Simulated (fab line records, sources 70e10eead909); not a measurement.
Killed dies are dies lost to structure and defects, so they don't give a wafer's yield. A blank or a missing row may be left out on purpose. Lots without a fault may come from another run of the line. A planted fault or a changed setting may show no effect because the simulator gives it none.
Which tool did it? | flow nand_harc | 14 lots, 42 wafers sampled, at 5 steps of a route of 1159

WHAT THE GAUGES READ, wafer by wafer
NHARC_THIN_TSV_CD_MEAS_12: target cd 1000 nm.
lot  | measured     | on        | cd_nm (nm)
L699 | day 19 03:03 | cd_sem-02 | 999.2 1002.0 1002.2
L700 | day 18 23:52 | cd_sem-02 | 1004.4 1001.3 1002.0
L702 | day 19 00:40 | cd_sem-02 | 999.4 1002.1 998.7
L698 | day 19 01:50 | cd_sem-03 | 998.0 1002.0 1000.3
L701 | day 19 17:49 | cd_sem-02 | 1002.5 1001.8 1001.9
L706 | day 20 19:31 | cd_sem-03 | 1001.3 999.8 1000.9
L711 | day 21 13:43 | cd_sem-03 | 1002.8 1004.1 1000.0
L713 | day 21 22:08 | cd_sem-01 | 999.3 1000.6 1000.6
L712 | day 21 23:29 | cd_sem-01 | 1001.6 1000.4 998.1
L715 | day 22 15:01 | cd_sem-01 | 1000.3 1000.2 1001.4
L719 | day 23 12:20 | cd_sem-01 | 1003.2 999.7 1001.4
L718 | day 23 14:38 | cd_sem-03 | 1000.9 1002.2 998.3
L720 | day 24 02:38 | cd_sem-03 | 1002.6 999.1 1002.2
L721 | day 24 01:26 | cd_sem-02 | 1001.2 999.9 1001.3

NHARC_THIN_TSV_CD_MEAS_33: target cd 5000 nm.
lot  | measured     | on        | cd_nm (nm)
L699 | day 19 09:02 | cd_sem-02 | 4999.3 4999.9 5000.5
L700 | day 19 05:48 | cd_sem-02 | 4997.1 4998.2 4998.1
L702 | day 19 06:30 | cd_sem-03 | 5001.2 4999.9 4997.7
L698 | day 19 07:56 | cd_sem-01 | 4997.9 5003.8 5001.9
L701 | day 20 00:43 | cd_sem-03 | 4997.9 4997.0 4999.6
L706 | day 21 01:28 | cd_sem-02 | 4996.9 4999.1 5000.1
L711 | day 21 19:29 | cd_sem-02 | 4998.7 5002.5 5001.0
L713 | day 22 04:29 | cd_sem-03 | 4997.4 5000.4 5000.9
L712 | day 22 05:38 | cd_sem-02 | 5000.4 4999.4 4998.7
L715 | day 22 21:00 | cd_sem-02 | 5000.4 4999.4 4997.7
L719 | day 23 18:14 | cd_sem-03 | 4998.0 5001.5 5000.1
L718 | day 23 20:52 | cd_sem-02 | 4999.7 4998.5 4996.0
L720 | day 24 08:31 | cd_sem-03 | 5002.3 5001.6 5002.6
L721 | day 24 07:20 | cd_sem-03 | 4999.5 4997.4 5001.5

NHARC_END_SORT_01.
lot  | measured     | on        | killed_at_array | killed_at_other | killed_at_periphery | killed_dies | killed_open | killed_short
L711 | day 22 01:51 | prober-02 | 29 39 101       | 1 1 0           | 3 2 3               | 33 42 104   | 2 1 2       | 0 4 0
L712 | day 22 13:22 | prober-02 | 15 12 83        | 0 4 0           | 1 4 2               | 16 20 85    | 1 3 1       | 0 1 0

WHICH TOOL RAN EACH LOT (tool, then ch and the chambers of the sampled wafers, then the start)
lot  | NHARC_A_CONTACT_STRIP_105          | NHARC_THIN_TSV_PVD_51
L699 | rie_diel-06 ch 0,1,3, day 17 04:05 | pvd_sputter-03, day 19 09:02 or earlier
L700 | rie_diel-06 ch 1,2, day 17 05:11   | pvd_sputter-02, day 19 05:48 or earlier
L702 | rie_diel-11 ch 0,1,2, day 17 09:04 | pvd_sputter-01, day 19 06:30 or earlier
L698 | rie_diel-11 ch 0,2, day 17 10:11   | pvd_sputter-01, day 19 07:56 or earlier
L701 | rie_diel-06 ch 0,1,3, day 18 02:20 | pvd_sputter-03, day 20 00:43 or earlier
L706 | rie_diel-06 ch 0,2, day 19 04:03   | pvd_sputter-01, day 21 01:28 or earlier
L711 | rie_diel-06 ch 1,2,3, day 20 00:35 | pvd_sputter-03, day 21 19:29 or earlier
L713 | rie_diel-09 ch 1,3, day 20 04:08   | pvd_sputter-01, day 22 04:29 or earlier
L712 | rie_diel-06 ch 0,1,3, day 20 06:04 | pvd_sputter-03, day 22 05:38 or earlier
L715 | rie_diel-09 ch 1,2,3, day 20 17:31 | pvd_sputter-03, day 22 21:00 or earlier
L719 | rie_diel-09 ch 0,2,3, day 21 14:38 | pvd_sputter-01, day 23 18:14 or earlier
L718 | rie_diel-09 ch 1,2,3, day 21 20:17 | pvd_sputter-02, day 23 20:52 or earlier
L720 | rie_diel-11 ch 0,2, day 22 06:49   | pvd_sputter-01, day 24 08:31 or earlier
L721 | rie_diel-09 ch 0,1,3, day 22 10:31 | pvd_sputter-01, day 24 07:20 or earlier
- NHARC_A_CONTACT_STRIP_105: strips in O2/COS.
- NHARC_THIN_TSV_PVD_51: deposits Cu, target thk 100 nm.

WHAT THE TOOLS THEMSELVES READ (means of the sampled wafers that have a number; where no wafer has one, the mark that the record gives instead)
NHARC_THIN_TSV_PVD_51.
lot  | tool           | throttle_valve_pct (%)
L699 | pvd_sputter-03 | 31.2
L700 | pvd_sputter-02 | 29.5
L702 | pvd_sputter-01 | 29.6
L698 | pvd_sputter-01 | 29.7
L701 | pvd_sputter-03 | 29.7
L706 | pvd_sputter-01 | 29.7
L711 | pvd_sputter-03 | 30.5
L713 | pvd_sputter-01 | 31.0
L712 | pvd_sputter-03 | 30.3
L715 | pvd_sputter-03 | 30.4
L719 | pvd_sputter-01 | 30.1
L718 | pvd_sputter-02 | 30.8
L720 | pvd_sputter-01 | 29.6
L721 | pvd_sputter-01 | 29.2

THE ANSWER, worked out from the rows above alone
Rule: what is usual is taken from the lots themselves. Put in order of their means at a reading, lots are off if they are a third of the lots or fewer, leave a main group of 4 or more, and stand apart from it by a gap of 3 or more times the standard deviation of the main group's means; of several such gaps the widest counts. A main group whose means are all the same, to the digits that the tables above print for the reading, isn't used. A lot without any number at a reading at which 4 lots or more have one is off too. The other lots that the step has rows for count as sound. The gauges are gone through in route order, then the tools' own readings, and for those a lot's mean is taken as printed above. The first step at which some lot is off is used, and at that step the reading that is off furthest; a lot without a number counts as furthest.
No lot is off at any reading shown: from this, nothing can be told.

WHAT THE SIMULATOR HAD PUT IN
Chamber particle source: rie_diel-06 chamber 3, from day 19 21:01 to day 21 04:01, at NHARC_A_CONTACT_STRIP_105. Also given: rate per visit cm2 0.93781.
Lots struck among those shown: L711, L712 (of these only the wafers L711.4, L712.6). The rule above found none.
